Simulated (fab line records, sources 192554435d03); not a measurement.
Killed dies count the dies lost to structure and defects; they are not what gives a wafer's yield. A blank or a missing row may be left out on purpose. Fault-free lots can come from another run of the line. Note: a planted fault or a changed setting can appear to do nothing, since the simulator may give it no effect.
fab line records	flow n5_finfet
[record] lots = 6	wafers = 18	last_day = 18
route steps=1938 shown BEOL_M12@1640 PASSIVATION@1936
lots that met no fault: from a run of the same line without faults
start_h: the number of hours between the record's first day and the start of the first shown wafer of the lot	wait_h: hours since the lot's step before	" as in the row above	L1.1+2: a single row standing in for several wafers	- no value present, or no start provided	* or withheld: withheld	< > ~ a bound
route shown NAME@n: names a module that has steps shown in the file, with the first one's number in the route	usual: mean/standard deviation taken from wafers without a fault	same: alike in all rows	chamber/n: place in a boat	sites: each site's reading	_std_site: how widely they spread, as a standard deviation	_edge_site: the outer-site mean with the inner-site mean subtracted	radius_mm: how far each site lies from the wafer's centre	mask NAME#n: copy n	behind: the most recent tool/chamber to have shaped the wafer	hold: cause of the lot's hold/its duration in hours/its outcome	device: names the non-switching transistor (n, p or np)	end of line: tests run on the same wafers once the route is complete	a step given without rows: its recipe and nothing more	killed: not the wafer's yield, but the dies lost to structure and defects at the first sort	map: dies across one wafer; x = killed, . = not, _ = none there
set.NAME: the run value of the setting; set.NAME@STEP: its run value at that earlier step	model.NAME: the simulator's own value behind a step, which no gauge read
a table for each step, a row for each wafer; lots at some steps of the route
services: from which hour (start_h, from the record's first day; less than 0 if before it) a tool's chamber was out of use, for how many hours, and why
[[steps]]
[step N5_BEOL_M12_STRIP_70]
[recipe] chemistry = C4F8/O2/Ar	resist = SiARC	rf_frequency_hz = 6e+07
[step N5_BEOL_M12_OCD_MEAS_35]
[usual] trench_depth_nm = 317/6
lot.wafer	tool	chamber	start_h	wait_h	trench_depth_nm
L941.1	ocd-02	-	246.89	0.0	313
L941.2	"	-	"	"	311
L941.6	"	-	"	"	310
L948.3	ocd-01	-	318.07	0.0	317
L948.4	"	-	"	"	331
L948.5	"	-	"	"	318
L951.1	ocd-01	-	321.06	0.0	312
L951.3	"	-	"	"	319
L951.6	"	-	"	"	313
L957.4	ocd-01	-	355.65	0.0	323
L957.5	"	-	"	"	324
L957.6	"	-	"	"	318
L960.2	ocd-02	-	365.39	0.0	319
L960.3	"	-	"	"	324
L960.5	"	-	"	"	324
L963.2	ocd-01	-	390.89	0.0	318
L963.3	"	-	"	"	315
L963.4	"	-	"	"	317
[step N5_BEOL_M12_STRIP_37]
[recipe] chemistry = N2/H2	power_w = 1000	temp_c = 250	h2_frac = 0.65	overash_fraction = 0.3	pressure_mtorr = withheld	n2_flow_sccm = 1750	h2_flow_sccm = 3250
[usual] drypump_motor_current_A = 5.93/0.12	h2_flow_sccm = 3251/9.2	heater_power_w = 285/34	n2_flow_sccm = 1749/5	oes_product_au = 0.789/0.0097
lot.wafer	tool	chamber	start_h	wait_h	drypump_motor_current_A	h2_flow_sccm	heater_power_w	n2_flow_sccm	oes_product_au	rf_hours_counter_h
L941.1	plasma_asher-01	1	246.93	0.0	5.88	3254	325	1750	0.790	126
L941.2	"	0	"	"	6.07	3255	338	1758	0.796	126
L941.6	"	1	"	"	5.87	3243	321	1742	0.779	-
L948.3	plasma_asher-02	1	318.12	0.1	5.79	3268	282	1739	0.794	-
L948.4	"	0	"	"	6.04	3246	248	1749	0.789	-
L948.5	"	0	"	"	6.03	3237	252	1748	0.798	-
L951.1	plasma_asher-02	0	321.09	0.0	6.03	3256	253	1753	0.780	79
L951.3	"	1	"	"	5.77	3258	282	1747	0.781	-
L951.6	"	1	"	"	5.79	3254	276	1746	0.785	-
L957.4	plasma_asher-01	0	355.72	0.1	6.12	3236	336	1746	0.778	-
L957.5	"	1	"	"	5.89	3236	315	1756	0.783	-
L957.6	"	0	"	"	6.08	3247	341	1740	0.781	-
L960.2	plasma_asher-02	1	365.43	0.0	5.79	3248	271	1749	0.784	87
L960.3	"	1	"	"	5.78	3243	278	1751	0.792	-
L960.5	"	0	"	"	6.01	3253	246	1744	0.786	-
L963.2	plasma_asher-02	1	390.92	0.0	5.79	3259	279	1752	0.794	92
L963.3	"	1	"	"	5.80	3260	287	1740	0.780	-
L963.4	"	0	"	"	6.04	3258	247	1751	0.793	-
[step N5_BEOL_M12_ETCH_38]
[recipe] chemistry = CF4/N2	target = SiCN	target_depth_a = 687	taper_deg = 2	time_s = 73.4	ion_energy_ev = 150	mask_material = SiO2	pressure_mtorr = 40	source_w = 430	bias_w = 70	Ar_flow_sccm = 100	cf4_flow_sccm = 60	n2_flow_sccm = 60
[usual] drypump_motor_current_A = 5.9/0.57	n2_flow_sccm = 60.01/0.19	oes_product_au = 0.77/0.089	rf_fwd_power_W = 428.4/1.4	rf_vpp_V = 382.1/1.9	showerhead_plenum_p_Torr = 2.21/0.069	throttle_valve_pct = 15.48/0.23
[same] time_s = 73.4
lot.wafer	tool	chamber	start_h	wait_h	drypump_motor_current_A	n2_flow_sccm	oes_product_au	rf_fwd_power_W	rf_hours_counter_h	rf_vpp_V	showerhead_plenum_p_Torr	throttle_valve_pct
L941.1	rie_diel-02	1	247.36	-	6.7	60.20	0.80	427.1	103	384.3	2.32	15.22
L941.2	"	0	"	"	5.7	60.21	0.76	426.9	172	381.9	2.19	15.54
L941.6	"	3	"	"	5.7	60.20	0.70	427.7	-	382.8	2.18	15.68
L948.3	rie_diel-06	1	319.36	-	5.5	60.01	0.66	428.7	237	378.9	2.09	15.95
L948.4	"	3	"	"	5.0	60.03	0.69	429.5	-	380.5	2.10	15.22
L948.5	"	0	"	"	5.8	59.84	0.93	428.4	-	386.6	2.33	15.32
L951.1	rie_diel-02	0	322.59	-	5.7	59.70	0.74	428.4	193	380.5	2.19	15.57
L951.3	"	2	"	"	6.1	59.86	0.73	428.0	161	380.9	2.20	15.54
L951.6	"	1	"	"	6.7	59.70	0.76	427.4	-	384.4	2.31	15.29
L957.4	rie_diel-05	1	356.65	-	6.7	59.99	0.71	428.7	-	383.0	2.20	15.23
L957.5	"	0	"	"	6.4	59.94	0.78	430.6	-	381.2	2.21	15.57
L957.6	"	3	"	"	5.4	60.22	0.78	424.7	-	379.3	2.14	15.38
L960.2	rie_diel-02	1	366.57	-	6.7	59.93	0.75	427.9	146	383.9	2.30	15.33
L960.3	"	2	"	"	6.1	60.10	0.71	427.7	178	382.6	2.20	15.57
L960.5	"	3	"	"	5.7	60.13	0.95	431.0	-	381.0	2.17	15.24
L963.2	rie_diel-02	0	394.55	-	5.7	59.96	0.72	429.4	220	380.0	2.18	15.64
L963.3	"	3	"	"	5.7	60.28	0.93	425.9	24	381.7	2.17	15.25
L963.4	"	1	"	"	6.7	59.94	0.74	428.4	157	383.1	2.30	15.34
[step N5_BEOL_M12_PRECLEAN_39]
[recipe] chemistry = residue_remover	time_s = 60	temp_c = 40
[step N5_BEOL_M12_SRD_40]
[recipe] time_s = 30	temp_c = 23	rinse_liquid = diw	dry = n2_spin	spin_rpm = 1500	dry_time_s = 30
[step N5_BEOL_M12_DEGAS_41]
[recipe] ambient = vacuum	temp_c = 250	time_s = 60
[step N5_BEOL_M12_PRE_CLEAN_42]
[recipe] gas = H2/He	time_s = 30	temp_c = 250
[step N5_BEOL_M12_SPUTTER_43]
[recipe] material = TaN	target_thk_a = 150	temp_c = 50	bias_v = 168.6	power_w = 15000	chamber_pressure_pa = 0.12	time_s = 24.19
[usual] susceptor_temp_C = 50.00/0.12	throttle_valve_pct = 30.2/0.99
[same] time_s = 24.19
lot.wafer	tool	chamber	start_h	wait_h	susceptor_temp_C	throttle_valve_pct
L941.1	pvd_sputter-02	-	247.96	0.0	49.91	29.8
L941.2	"	-	"	"	50.13	30.1
L941.6	"	-	"	"	49.96	29.8
L948.3	pvd_sputter-01	-	319.97	0.0	49.94	30.2
L948.4	"	-	"	"	49.91	29.7
L948.5	"	-	"	"	50.03	30.0
L951.1	pvd_sputter-01	-	323.08	0.0	49.90	30.0
L951.3	"	-	"	"	50.11	29.6
L951.6	"	-	"	"	50.00	30.3
L957.4	pvd_sputter-02	-	357.02	0.0	50.15	30.0
L957.5	"	-	"	"	49.98	31.8
L957.6	"	-	"	"	49.94	30.1
L960.2	pvd_sputter-03	-	367.02	0.0	49.97	30.3
L960.3	"	-	"	"	50.01	30.2
L960.5	"	-	"	"	50.00	31.5
L963.2	pvd_sputter-01	-	395.63	0.0	50.06	30.3
L963.3	"	-	"	"	50.12	31.9
L963.4	"	-	"	"	49.97	29.8
[step N5_BEOL_M12_SPUTTER_44]
[recipe] material = Ta	target_thk_a = 100	temp_c = 50	bias_v = 80	power_w = 15000	chamber_pressure_pa = 0.07	time_s = 16.13
[usual] susceptor_temp_C = 50.02/0.13	throttle_valve_pct = 30.2/0.99
[same] time_s = 16.13
lot.wafer	tool	chamber	start_h	wait_h	susceptor_temp_C	throttle_valve_pct
L941.1	pvd_sputter-02	-	248.04	0.0	49.90	29.7
L941.2	"	-	"	"	50.10	30.0
L941.6	"	-	"	"	49.85	29.5
L948.3	pvd_sputter-01	-	320.05	0.0	49.92	30.2
L948.4	"	-	"	"	49.95	29.7
L948.5	"	-	"	"	50.06	30.0
L951.1	pvd_sputter-01	-	323.16	0.0	50.11	30.0
L951.3	"	-	"	"	49.97	29.7
L951.6	"	-	"	"	49.96	30.2
L957.4	pvd_sputter-02	-	357.10	0.0	49.94	29.8
L957.5	"	-	"	"	49.98	31.7
L957.6	"	-	"	"	50.08	30.0
L960.2	pvd_sputter-03	-	367.10	0.0	50.10	30.1
L960.3	"	-	"	"	49.77	29.9
L960.5	"	-	"	"	49.92	31.3
L963.2	pvd_sputter-01	-	395.71	0.0	49.89	30.2
L963.3	"	-	"	"	50.23	32.0
L963.4	"	-	"	"	50.14	29.8
[step N5_BEOL_M12_SPUTTER_45]
[recipe] material = Cu	target_thk_a = 800	temp_c = -20	bias_v = 60	power_w = 26000	chamber_pressure_pa = 0.13	time_s = 13.33
[usual] susceptor_temp_C = -19.99/0.1	throttle_valve_pct = 30.2/0.98
[same] time_s = 13.33
lot.wafer	tool	chamber	start_h	wait_h	susceptor_temp_C	throttle_valve_pct
L941.1	pvd_sputter-02	-	248.12	0.0	-20.17	29.8
L941.2	"	-	"	"	-20.10	30.4
L941.6	"	-	"	"	-20.06	29.8
L948.3	pvd_sputter-01	-	320.13	0.0	-19.91	30.0
L948.4	"	-	"	"	-20.10	29.9
L948.5	"	-	"	"	-20.12	30.1
L951.1	pvd_sputter-01	-	323.24	0.0	-19.92	30.1
L951.3	"	-	"	"	-19.97	29.8
L951.6	"	-	"	"	-19.92	30.3
L957.4	pvd_sputter-02	-	357.18	0.0	-19.85	30.0
L957.5	"	-	"	"	-20.07	31.9
L957.6	"	-	"	"	-19.83	30.1
L960.2	pvd_sputter-03	-	367.18	0.0	-19.78	30.3
L960.3	"	-	"	"	-19.93	30.2
L960.5	"	-	"	"	-19.96	31.2
L963.2	pvd_sputter-01	-	395.79	0.0	-19.90	30.1
L963.3	"	-	"	"	-20.10	31.7
L963.4	"	-	"	"	-19.93	29.6
[step N5_BEOL_M12_ECD_47]
[recipe] material = Cu	target_thk_a = 7200
[step N5_BEOL_M12_ANNEAL_48]
[recipe] temp_c = 225	time_s = 90	ambient = N2
[usual] anneal_temp_c = 224.96/0.18	anneal_temp_c_max = 226.06/0.26	time_s = 90/0	wafer_temp_C_max = 225.88/0.22
lot.wafer	tool	chamber	start_h	wait_h	anneal_temp_c	anneal_temp_c_max	time_s	wafer_temp_C_max
L941.1	rtp_anneal-01	0	248.38	0.1	225.23	226.40	90	225.98
L941.2	"	0	"	"	224.90	225.90	90	225.50
L941.6	"	0	"	"	225.11	226.02	90	225.85
L948.3	rtp_anneal-01	-	320.48	0.2	-	-	-	-
L948.4	"	-	"	"	-	-	-	-
L948.5	"	-	"	"	-	-	-	-
L951.1	rtp_anneal-02	-	323.50	0.1	-	-	-	-
L951.3	"	-	"	"	-	-	-	-
L951.6	"	-	"	"	-	-	-	-
L957.4	rtp_anneal-01	0	358.19	0.8	225.07	226.13	90	225.99
L957.5	"	0	"	"	225.16	226.46	90	225.56
L957.6	"	0	"	"	225.33	226.47	90	225.62
L960.2	rtp_anneal-02	0	367.49	0.1	224.82	226.03	90	225.88
L960.3	"	0	"	"	224.87	226.34	90	226.05
L960.5	"	0	"	"	224.80	225.81	90	225.57
L963.2	rtp_anneal-01	0	396.10	0.1	225.28	226.26	90	225.66
L963.3	"	0	"	"	225.13	226.02	90	225.69
L963.4	"	0	"	"	225.06	225.78	90	226.22
[step N5_BEOL_M12_CMP_49]
[recipe] stop_on = SiOC	t_overpolish_s = 20.6	down_force_psi = 1	platen_rpm = 50	clearing_platen_down_force_psi = 1.5	clearing_platen_rpm = 50	post_cmp_clean = cu_alkaline	target_thk_nm = 320	clearing_platen_pad_velocity_m_s = 0.99484	pad_velocity_m_s = 0.99484
[step N5_PASSIVATION_PROBE_49]
[usual] defect_limited_yield = 91.4/1.5	killed_at_M0_to_M3 = 33/11	killed_at_M4_up = 14/5.3	killed_at_contacts = 13/6.2	killed_at_front_end = 39/13	killed_at_other = 3.1/2.8	killed_dies = 102/17	killed_on_rim = 13/3.8	killed_open = 68/13	killed_short = 32/7.8	sort_bin_5_function = 5.1/0.95	sort_bin_6_memory = 3.2/0.7	sort_n_pass = 1078/18	sort_yield_pct = 91.3/1.5
[same] gross_dies = 1180	killed_at_back_side = 0	sort_bin_4_leakage[%] = 0	sort_bin_8_speed[%] = 0
lot.wafer	tool	chamber	start_h	wait_h	defect_limited_yield[%]	killed_at_M0_to_M3	killed_at_M4_up	killed_at_contacts	killed_at_front_end	killed_at_other	killed_dies	killed_on_rim	killed_open	killed_short	sort_bin_5_function[%]	sort_bin_6_memory[%]	sort_n_pass	sort_yield_pct[%]
L941.1	prober-01	-	282.04	0.0	93.1	48	7	8	16	2	81	12	54	27	4.5	2.3	1099	93.1
L941.2	prober-01	-	282.09	0.1	90.1	50	14	6	43	4	117	18	74	40	5.3	4.2	1063	90.1
L941.6	prober-01	-	282.29	0.3	89.5	43	17	5	58	1	124	19	89	31	5.9	3.9	1056	89.5
L951.1	prober-02	-	359.14	0.0	91.4	16	18	19	46	2	101	13	69	32	5.0	3.2	1079	91.4
L951.3	prober-02	-	359.24	0.1	90.0	24	17	14	58	5	118	18	68	46	5.6	3.8	1062	90.0
L951.6	prober-02	-	359.39	0.3	92.1	21	19	16	29	8	93	13	55	30	4.2	3.0	1087	92.1
L957.4	prober-01	-	394.76	0.2	93.8	17	10	10	33	3	73	11	48	25	3.6	2.5	1107	93.8
L957.5	prober-01	-	394.81	0.2	89.8	41	14	16	42	7	120	12	62	53	6.4	3.3	1060	89.8
L957.6	prober-01	-	394.86	0.3	91.4	27	15	12	37	10	101	11	61	39	4.7	3.4	1079	91.4
// killed by level:class
L941.1 BEOL_M0_SAQP:geometric_particle:open=12 BEOL_M0_SAQP:geometric_particle:short=10 MOL_CONTACT_COAG:geometric_particle:open=8 BEOL_M2:geometric_particle:open=7 BEOL_M1:geometric_particle:open=6 BEOL_M3:geometric_particle:short=4 FIN_SAQP:geometric_particle:open=3 STI_FIN_REVEAL:geometric_particle:open=3
L941.2 BEOL_M0_SAQP:geometric_particle:open=16 STI_FIN_REVEAL:geometric_particle:open=14 BEOL_M0_SAQP:geometric_particle:short=12 FIN_SAQP:geometric_particle:open=9 MOL_CONTACT_COAG:geometric_particle:open=6 BEOL_M1:geometric_particle:open=5 BEOL_M1:geometric_particle:short=4 BEOL_M2:geometric_particle:open=4
L941.6 STI_FIN_REVEAL:geometric_particle:open=21 BEOL_M2:geometric_particle:open=12 BEOL_M1:geometric_particle:open=10 FIN_SAQP:geometric_particle:open=9 STI_FIN_REVEAL:geometric_particle:short=8 DUMMY_GATE:geometric_particle:open=6 BEOL_M0_SAQP:geometric_particle:open=5 BEOL_M4:geometric_particle:open=4
L951.1 STI_FIN_REVEAL:geometric_particle:open=12 MOL_CONTACT_COAG:geometric_particle:open=11 FIN_SAQP:geometric_particle:open=8 BEOL_M4:geometric_particle:open=8 MOL_CONTACT_COAG:geometric_particle:short=8 FIN_SAQP:geometric_particle:short=4 GATE_CUT:geometric_particle:open=4 BEOL_M1:geometric_particle:open=4
L951.3 FIN_SAQP:geometric_particle:short=20 MOL_CONTACT_COAG:geometric_particle:open=12 STI_FIN_REVEAL:geometric_particle:open=9 FIN_SAQP:geometric_particle:open=7 BEOL_M3:geometric_particle:open=6 BEOL_M2:geometric_particle:open=5 BEOL_M4:geometric_particle:open=5 DUMMY_GATE:geometric_particle:open=4
L951.6 MOL_CONTACT_COAG:geometric_particle:open=11 BEOL_M4:geometric_particle:open=9 HKMG_FIN:area_etch=6 MIM_TOP_ETCH:geometric_particle:short=5 MOL_CONTACT_COAG:geometric_particle:short=5 BEOL_M2:geometric_particle:open=5 BEOL_M0_SAQP:geometric_particle:short=4 BEOL_M3:geometric_particle:open=4
L957.4 FIN_SAQP:geometric_particle:open=8 BEOL_M0_SAQP:geometric_particle:open=7 STI_FIN_REVEAL:geometric_particle:open=6 GATE_CUT:geometric_particle:short=5 MOL_CONTACT_COAG:geometric_particle:open=5 MOL_CONTACT_COAG:geometric_particle:short=5 BEOL_M0_SAQP:geometric_particle:short=5 BEOL_M4:geometric_particle:open=4
L957.5 MOL_CONTACT_COAG:geometric_particle:open=11 BEOL_M0_SAQP:geometric_particle:short=11 BEOL_M0_SAQP:geometric_particle:open=9 BEOL_M1:geometric_particle:short=6 FIN_SAQP:geometric_particle:short=5 MOL_CONTACT_COAG:geometric_particle:short=5 BEOL_M3:geometric_particle:open=5 BEOL_M4:geometric_particle:open=5
L957.6 BEOL_M0_SAQP:geometric_particle:open=11 MOL_CONTACT_COAG:geometric_particle:open=9 GATE_CUT:geometric_particle:short=8 ILD0:geometric_particle:open=7 BEOL_M4:geometric_particle:open=7 GATE_CUT:geometric_particle:open=6 BEOL_M0_SAQP:geometric_particle:short=6 FIN_SAQP:geometric_particle:short=5
[[services]]
tool	chamber	start_h	hours	kind
rie_diel-06	-	227.77	0.4	repair
rie_diel-05	3	229.94	6.9	repair
rie_diel-05	2	235.44	7.4	repair
rie_diel-05	-	260.09	1.4	repair
plasma_asher-02	-	275.42	2.4	repair
rie_diel-06	0	287.51	-	clean
rie_diel-06	0	287.51	-	consumable_replace:focus_ring
rie_diel-06	0	287.51	-	consumable_replace:showerhead
rie_diel-06	0	287.51	16.2	scheduled_down
rie_diel-06	0	287.51	16.2	vent_cycle
rie_diel-02	0	294.09	10.7	repair
rie_diel-06	2	303.85	-	clean
rie_diel-06	2	303.85	-	consumable_replace:focus_ring
rie_diel-06	2	303.85	30.6	scheduled_down
rie_diel-06	2	303.85	30.6	vent_cycle
rie_diel-06	1	306.01	2.9	repair
rie_diel-02	3	315.16	-	clean
rie_diel-02	3	315.16	-	consumable_replace:focus_ring
rie_diel-02	3	315.16	17.9	scheduled_down
rie_diel-02	3	315.16	17.9	vent_cycle
rtp_anneal-01	-	323.25	10.9	pm
plasma_asher-01	-	329.49	0.4	repair
rie_diel-05	2	387.56	4.7	repair
pvd_sputter-03	-	393.82	0.9	repair
[[key]]
[first_sign] step = N5_BEOL_M12_ANNEAL_48	reading = tool_record	direction = missing
effect none on later readings
met_at N5_BEOL_M12_ANNEAL_48
struck_wafers L948.3,L948.4,L948.5,L951.1,L951.3,L951.6
onset_between 248.38 320.48
[fault] kind = skipped_step_whole	tool = rtp_anneal-01,rtp_anneal-02	chamber = -	onset_h = 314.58	steps = N5_BEOL_M12_ANNEAL_48	scope = struck_lots_only
